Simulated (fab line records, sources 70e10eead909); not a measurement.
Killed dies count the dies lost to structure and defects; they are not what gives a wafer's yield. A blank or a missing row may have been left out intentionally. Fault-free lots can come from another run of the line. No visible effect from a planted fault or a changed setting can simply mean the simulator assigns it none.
Matching of chambers ; flow nand harc ; 3 sister chambers for NHARC_A_ONON_D2_DEP_33 on pecvd-01
The step deposits SiO2, target thk 200 nm. 3 wafers are shown with their chamber, then 7 later ones without.

EACH WAFER AND ITS CHAMBER
wafer;chamber;showerhead vpp V (V)
L123.1;1;1967
L123.2;2;1822
L123.6;0;2093

WAFERS WITH NO CHAMBER GIVEN
wafer;showerhead vpp V (V)
L124.1;1971
L124.3;1835
L126.2;1962
L126.4;1967
L134.1;1864
L134.2;2097
L134.3;2107

WHICH CHAMBER EACH WENT THROUGH
wafer;from the rows above;in truth
L124.1;1;1
L124.3;2;2
L126.2;1;1
L126.4;1;1
L134.1;2;2
L134.2;0;0
L134.3;0;0
Correctly placed: 7 of 7. Left unplaced by these rows: 0. Number placed wrongly: 0.
How it was worked out, from the rows above alone: a wafer's distance from a chamber is the root of the sum, over the readings, of the square of ((its reading less the chamber's mean) divided by the reading's scatter). If the next closest chamber is less than 2 further off than the closest, the wafer can't be placed; otherwise it belongs to the closest. A chamber's mean is the mean of its shown wafers. The scatter: with one shown wafer a chamber, the root of the mean of the squares of how far each hidden wafer lies from its nearest shown one.
